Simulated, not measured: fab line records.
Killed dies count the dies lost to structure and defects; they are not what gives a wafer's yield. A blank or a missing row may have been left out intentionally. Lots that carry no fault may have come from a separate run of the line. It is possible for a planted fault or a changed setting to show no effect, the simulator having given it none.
Matching of chambers ; flow nand harc ; NHARC_A_STAIRCASE_ETCH_444 on rie diel-03: 4 sister chambers
The step etches the open film in C4F8/O2, target depth 10200 nm, time 3400 s. 4 wafers are shown with their chamber, then 11 later ones without.

== EACH WAFER AND ITS CHAMBER ==
wafer;chamber;rf vpp V (V)
L086.1;1;815
L086.2;3;809
L086.4;0;809
L086.3;2;808

== WAFERS MISSING THEIR CHAMBER ==
wafer;rf vpp V (V)
L086.5;809
L086.6;808
L091.4;814
L091.5;811
L091.6;808
L095.1;808
L095.2;814
L095.3;808
L096.2;807
L096.5;809
L096.6;810

== EACH ONE'S CHAMBER ==
wafer;from the rows above;in truth
L086.5;can't be placed: 0 or 3 or 2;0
L086.6;can't be placed: 2 or 0 or 3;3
L091.4;1;1
L091.5;can't be placed: 0 or 3 or 2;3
L091.6;can't be placed: 2 or 0 or 3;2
L095.1;can't be placed: 2 or 0 or 3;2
L095.2;1;1
L095.3;can't be placed: 2 or 0 or 3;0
L096.2;can't be placed: 2 or 0 or 3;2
L096.5;can't be placed: 0 or 3 or 2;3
L096.6;can't be placed: 0 or 3 or 2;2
Correct placement for 2 of the 11. Unplaceable from these rows: 9, with the true chamber sitting among the candidates in 9. 0 placed wrongly.
How it was worked out, from the rows above alone: a wafer's distance from a chamber is the root of the sum, over the readings, of the square of ((its reading less the chamber's mean) divided by the reading's scatter). The wafer belongs to the nearest chamber; if the next one is less than 2 further off, it can't be placed. For every chamber, the mean is computed from those of its wafers that are shown. The scatter (one wafer shown for each chamber): square how far every hidden wafer sits from the nearest shown wafer, average those squares and take the square root.
